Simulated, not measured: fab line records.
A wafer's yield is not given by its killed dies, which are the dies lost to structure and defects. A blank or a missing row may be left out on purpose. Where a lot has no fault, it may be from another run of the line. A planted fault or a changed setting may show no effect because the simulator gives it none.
Struck lot and sound lot, side by side	flow n5Finfet	39 out of 1938 route steps
Sound: the wafers L112.1, L112.3, L112.6. Wafers struck: L107.1, L107.2, L107.5. At the end, the cause is stated.
At each step with rows: each side's tool, then ch and its chambers, then its first start. Under that, the readings that differ: sound wafers	struck wafers	difference of the means	sigmas: that difference in standard deviations of wafers without a fault.
alike: readings whose means differ by less than 2 such deviations, and words and numbers that are the same on both sides. not compared: withheld readings, readings that some wafer has no value for, bounds like >300 that may hide the same value, and numbers for which the record gives no deviation and whose values overlap.
The two part at a step that has a row with sigmas, a row that says differs or no value, or rows on one side only. When numbers do not overlap yet have no deviation, they are printed without sigmas and do not part them. A reading missing from all wafers of one side parts the sides only when that side holds two or more wafers.

first, 9 steps without rows for these wafers: N5_BEOL_M4_ANNEAL_95 (time 240 s); N5_BEOL_M4_SPUTTER_96 (material Cu, target thk 4.5 nm, time 8.29 s); N5_BEOL_M4_ECD_50 (material Cu, target thk 300 nm); N5_BEOL_M4_ANNEAL_51 (time 90 s); N5_BEOL_M4_CMP_52 (polishes, stops on SiOC, t overpolish 6.8 s, target thk 40 nm); N5_BEOL_M4_PRE_CLEAN_60 (time 15 s); N5_BEOL_M4_CO_CAP_55 (material Co, precursor CCTBA/H2, target thk 2 nm, time 102.1 s); N5_BEOL_M4_PRE_CLEAN_56 (time 15 s); N5_BEOL_M4_DEP_57 (deposits SiCN from 3MS/NH3, target thk 8 nm, time 14 s).
N5_BEOL_M4_RC_MEAS_101:
  sound on prober-02 ch 0, day 13 12:14; struck on prober-01 ch 0, day 12 11:34
reading	sound	struck	difference	sigmas
IOFF_P (nA/um)	0.17 0.19 0.22	0.26 0.37 0.32	+0.12	+3
ION_P (uA/um)	457 452 466	480 477 485	+22	+3
VT_N (mV)	257 253 252	249 244 247	-7	-2
VT_P (mV)	-253 -251 -250	-245 -239 -242	+9	+3
  alike: DIBL_N, DIBL_P, IOFF_N, ION_N, SS_N, SS_P
then, 24 steps without rows for these wafers: N5_BEOL_M5_ILD_DEP_00 (deposits SiCOH lowk from DEMS/porogen, target thk 140.64 nm, time 25.9 s); N5_BEOL_M5_CURE_79 (cures SiCOH lowk, time 240 s); N5_BEOL_M5_PECVD_70 (deposits SiO2 from TEOS/O2, target thk 16 nm, time 18 s); N5_BEOL_M5_HM_DEP_02 (deposits TiN, target thk 20 nm); N5_BEOL_M5_COAT_59 (time 60 s, resist thk 60 nm); N5_BEOL_M5_COAT_60 (time 60 s, resist thk 12 nm); N5_BEOL_M5_COAT_71 (time 60 s, resist thk 5 nm); N5_BEOL_M5_COAT_05 (resist thk 30 nm); N5_BEOL_M5_EBR_07; N5_BEOL_M5_SOFTBAKE_06 (time 60 s); N5_BEOL_M5_EXPOSE_08 (exposes mask M5, target cd 28 nm); N5_BEOL_M5_PEB_09 (peb time 60 s); N5_BEOL_M5_DEVELOP_10 (develop time 30 s); N5_BEOL_M5_DESCUM_16 (chemistry O2, time 7 s); N5_BEOL_M5_ETCH_72 (etches underlayer in N2/H2, target depth 6.5 nm, time 5.2 s); N5_BEOL_M5_ETCH_61 (etches SiARC in CF4, target depth 15.6 nm, time 26 s); N5_BEOL_M5_ETCH_62 (etches SOC in N2/H2, target depth 75 nm, overetch 15 nm, time 112.5 s); N5_BEOL_M5_STRIP_63 (strips in N2/H2); N5_BEOL_M5_STRIP_73 (strips in N2/H2); N5_BEOL_M5_STRIP_64 (strips in CF4); N5_BEOL_M5_HM_OPEN_17 (chemistry Cl2/BCl3, target TiN, target depth 20 nm, overetch 6 nm); N5_BEOL_M5_STRIP_19 (strips in O2); N5_BEOL_M5_COAT_65 (time 60 s, resist thk 60 nm); N5_BEOL_M5_COAT_66 (time 60 s, resist thk 12 nm).
-- the record jumps here: 2 days lie between the struck wafers' starts before and after (it left off in module BEOL_M5 and takes up again in module BEOL_M9, whose first step shown is number 1464 of the route) --
N5_BEOL_M9_CMP_52: polishes, stops on SiCOH lowk, t overpolish 7 s, target thk 140 nm.
  sound on cmp-03 ch 1,2,3, day 15 10:06; struck on cmp-04 ch 1,2,3, day 14 11:44
  no value came back on the struck wafers for any of 6 readings (barrierFieldEndpointS (s), clearingPlatenDownForcePsi (psi) and others); on the sound wafers barrierFieldEndpointS (s) reads 28.4 30.3 28.0
reading	sound	struck	difference	sigmas
model.Cu_of_BEOL_M9_ECD_50.thkNm (nm)	139.8 147 140.6	315.4 321.6 317.4	+175.7	
model.SiO2_of_BEOL_M9_PECVD_70.thkNm (nm)	0 0 0	19.6 19.6 20	+19.7	
N5_BEOL_M9_THK_MEAS_53: measures by xrf.
  sound on filmMetro-01 at day 15 10:22; struck on filmMetro-02 at day 14 11:57
reading	sound	struck	difference	sigmas
M9_THK (nm)	137 144 137	304 313 309	+169	+46
N5_BEOL_M9_RS_MEAS_57: uses a four-point probe to measure.
  sound on filmMetro-01 at day 15 10:29; struck on filmMetro-01 at day 14 12:05
reading	sound	struck	difference	sigmas
M9_RS (ohm/sq)	0.151 0.143 0.150	0.061 0.060 0.060	-0.088	-20
N5_BEOL_M9_INSPECT_58: inspects for defects (darkfield).
  sound on defectInspect-02 at day 15 10:31; struck on defectInspect-01 at day 14 12:07
reading	sound	struck	difference	sigmas
rawDefectCount	77 91 51	4465 4362 4339	+4316	+99 or more
-- here the record skips 2 days between the struck wafers' starts before and after, leaving off in module BEOL_M9 and picking up in module PASSIVATION (first step shown: number 1936 of the route) --
N5_PASSIVATION_PROBE_49:
  sound on prober-02 at day 17 17:05; struck on prober-01 at day 16 19:04
reading	sound	struck	difference	sigmas
defectLimitedYield (%)	87.2 89.5 86.9	0 0 0	-88	-59
killed_at_M0_to_M3	73 36 57	20 37 26	-28	-3
killed_at_M4_up	12 14 18	1123 1094 1112	+1095	+99 or more
killedAtFrontEnd	49 58 54	21 32 28	-27	-2
killedDies	151 124 154	1180 1180 1180	+1037	+58
killedOnRim	14 14 16	152 152 152	+137	+33
killedOpen	102 74 110	46 72 56	-37	-3
killedShort	49 50 44	22 25 20	-25	-3
sort_bin_5_function (%)	7.1 5.8 8.0	3.7 4.1 3.7	-3.1	-3
sort_bin_6_memory (%)	5.3 4.3 4.4	1.9 3.9 2.5	-1.9	-3
sortNPass	1029 1056 1026	0 0 0	-1037	-58
sortYieldPct (%)	87.2 89.5 86.9	0 0 0	-88	-59
  alike: killedAtContacts, killedAtOther

== WHERE THEY PART ==
First at N5_BEOL_M4_RC_MEAS_101; last, within this record, at N5_PASSIVATION_PROBE_49.

WHY: whatever the simulator had introduced
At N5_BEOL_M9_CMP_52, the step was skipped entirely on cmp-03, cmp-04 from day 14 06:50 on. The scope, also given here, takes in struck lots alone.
